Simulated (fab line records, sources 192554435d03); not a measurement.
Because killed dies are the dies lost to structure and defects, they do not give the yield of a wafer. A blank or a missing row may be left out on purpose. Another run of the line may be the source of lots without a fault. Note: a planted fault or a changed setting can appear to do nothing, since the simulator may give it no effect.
Chamber matching -- flow n5-finfet -- N5_BEOL_M0_SAQP_HM_DEP_111 on pecvd-04 has 3 sister chambers
The step deposits SiO2 from SiH4/N2O, target thk 12 nm, time 7.2 s. 3 wafers are shown with their chamber, then 9 later ones without.

== EACH WAFER AND ITS CHAMBER ==
wafer,chamber,showerhead-plenum-p-Torr (Torr)
L087.1,0,7.98
L087.2,1,8.30
L087.5,2,8.40

== WAFERS MISSING THEIR CHAMBER ==
wafer,showerhead-plenum-p-Torr (Torr)
L088.2,8.28
L088.3,7.98
L088.6,8.41
L089.2,7.97
L089.3,8.30
L089.5,8.32
L092.1,8.30
L092.2,8.39
L092.4,8.00

== CHAMBER TAKEN BY EACH ==
wafer,from the rows above,in truth
L088.2,1,1
L088.3,0,0
L088.6,2,2
L089.2,0,0
L089.3,1,1
L089.5,1,1
L092.1,1,1
L092.2,2,2
L092.4,0,0
Correctly placed: 9 of 9. Not placeable from these rows: 0. Wrongly placed: 0.
How it was worked out, from the rows above alone: a wafer's distance from a chamber is the root of the sum, over the readings, of the square of ((its reading less the chamber's mean) divided by the reading's scatter). If the next closest chamber is less than 2 further off than the closest, the wafer can't be placed; otherwise it belongs to the closest. Each chamber's mean is taken over the wafers shown for it. The scatter: root of mean squared gap, hidden wafer to nearest shown wafer, with one shown wafer a chamber.
